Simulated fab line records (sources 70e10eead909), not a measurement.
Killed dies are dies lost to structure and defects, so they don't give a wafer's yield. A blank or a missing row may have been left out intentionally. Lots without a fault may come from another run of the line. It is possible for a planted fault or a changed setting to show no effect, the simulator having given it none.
8D (eight disciplines) problem report, filled in by code | flow nandHarc | the parts of the form that need people (team, actions taken, sign-off) are left out

1. THE ISSUE
Mean of thkNm at NHARC_A_ONON_D1_THK_MEAS_11: 1538 nm across 6 wafers in 2 lots; on wafers with no fault it is 1001 nm (standard deviation 9.4). Relative to the usual mean, that is a shift of +57 standard deviations.
The step: measures by ellipsometry.
The first sign was on wafer L185.2 at day 9 16:11, on filmMetro-01. The record holds 42 wafers of 14 lots with a number at this step. The rule behind "out" and "out of limits": a value lying over 4 standard deviations away from the usual mean. All remaining wafers that have a number are taken as sound.

2. WHAT IT IS; WHAT IT IS NOT
question                    | is                         | is not
which readings at this step | thkNm                      | -
which lots                  | L185, L186                 | L178, L179, L180, L181, L182, L191, L192, L193, L195, L198, L199, L200
which wafers of those lots  | all that have a number     | -
read on which gauges        | filmMetro-01, filmMetro-02 | -
when                        | from day 9 16:11           | up to then (15 sound wafers); but 21 sound wafers of L191, L192, L193, L195, L198, L199, L200 came after

3. THE SUSPECTS, EACH WITH WHAT RULES IT OUT
Counting: a tool at any process step up to the reading remains a suspect when it ran all the lots that are out and ran no sound lot after the first of those.
- the gauge at NHARC_A_ONON_D1_THK_MEAS_11: ruled out. Those wafers that are out were read across 2 gauges (filmMetro-01, filmMetro-02).
- pecvdOnon-02 at NHARC_A_ONON_D1_DEP_09 (target thk 1000 nm): kept. It processed each lot that is out, first L185 at day 9 15:44, and no sound lot thereafter; up to then, the last sound lot it processed was L180 at day 8 05:58.
Left after counting: pecvdOnon-02 at NHARC_A_ONON_D1_DEP_09.

4. THE CAUSE (what the simulator had put in)
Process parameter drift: pecvdOnon-02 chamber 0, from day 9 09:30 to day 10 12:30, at NHARC_A_ONON_D1_DEP_09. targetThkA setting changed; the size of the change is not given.
Counting left only this tool.

5. THE EFFECT CHAIN, in route order
Each row: a reading whose mean over the struck wafers that have a number lies more than 3 standard deviations from the usual. Scope: only readings with a usual standard deviation given in the record; hours: median across lots of the time from each lot's start at the first step in this table that gives one to its start at this step; sigmas: change in usual standard deviations.
hours | step                        | reading       | usual   | on struck wafers | change | sigmas
0     | NHARC_A_ONON_D1_THK_MEAS_11 | thkNm         | 1001 nm | 1538             | +537   | +57
281   | NHARC_END_SORT_01           | killedAtArray | 29      | 674              | +645   | +54
281   | NHARC_END_SORT_01           | killedDies    | 34      | 677              | +643   | +54

6. HOW IT WOULD HAVE BEEN CAUGHT EARLIER
Counted from the fault's start at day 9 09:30, it took 7 hours until the first out-of-limits reading at a measuring or inspecting step in this record, taken at day 9 16:11.
Lots out: 2; of these, L186 started NHARC_A_ONON_D1_DEP_09 on pecvdOnon-02 after day 9 16:11. A hold on the tool at that time would have spared it.
